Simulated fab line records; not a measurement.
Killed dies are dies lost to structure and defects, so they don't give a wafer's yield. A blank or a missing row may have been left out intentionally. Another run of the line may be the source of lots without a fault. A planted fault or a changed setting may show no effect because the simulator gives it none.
Chamber matching -- flow nand_harc -- 4 sister chambers for NHARC_P_M0_DESCUM_14 on rie_diel-02
The step chemistry O2, time 3 s. 14 wafers are shown with their chamber, then 7 later ones without.

== EACH WAFER AND ITS CHAMBER ==
wafer,chamber,drypump_motor_current_A (A),oes_product_au (a.u.),rf_vpp_V (V)
L879.1,1,5.3,1.011,57.3
L879.2,0,5.2,1.014,59.0
L879.3,2,5.8,0.995,57.5
L880.1,3,6.0,1.010,56.4
L880.4,0,5.2,0.999,57.2
L880.5,1,5.3,1.002,57.2
L881.2,3,6.1,1.018,57.7
L881.4,2,5.8,0.991,59.1
L881.6,2,5.8,0.984,58.0
L882.1,1,5.3,1.010,56.9
L882.2,2,5.8,0.992,58.0
L882.4,0,5.2,0.993,56.8
L883.1,1,5.3,1.012,57.2
L883.2,3,6.1,1.014,57.1

SIGNATURES (averages over the wafers above)
reading,chamber 0,chamber 1,chamber 2,chamber 3,scatter within a chamber
drypump_motor_current_A,5.200,5.300,5.800,6.067,0.0258
oes_product_au,1.00200,1.00875,0.99050,1.01400,0.00627
rf_vpp_V,57.667,57.150,58.150,57.067,0.711
Rule: for each reading, subtract the chamber's mean from the wafer's reading, divide by that reading's scatter and square the result; add these up over the readings and take the root, which gives the wafer's distance from the chamber. The wafer belongs to the nearest chamber; if the next one is less than 2 further off, it can't be placed. The scatter is the square root of a quotient: the sum, over the shown wafers, of each reading's squared deviation from its chamber's mean, divided by wafers minus chambers.

== WAFERS MISSING THEIR CHAMBER ==
wafer,drypump_motor_current_A (A),oes_product_au (a.u.),rf_vpp_V (V)
L883.6,5.3,0.996,54.7
L896.3,5.2,0.985,58.1
L896.4,5.3,0.986,58.8
L896.5,5.8,1.006,58.9
L897.1,5.8,0.998,58.4
L897.3,5.3,0.980,57.0
L897.4,5.2,0.982,58.2

== CHAMBER TAKEN BY EACH ==
wafer,from the rows above,in truth
L883.6,can't be placed: 1 or 0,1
L896.3,0,0
L896.4,can't be placed: 1 or 0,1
L896.5,2,2
L897.1,2,2
L897.3,can't be placed: 1 or 0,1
L897.4,0,0
Correct placement for 4 of the 7. Unplaceable from these rows: 3, with the true chamber sitting among the candidates in 3. Number placed wrongly: 0.
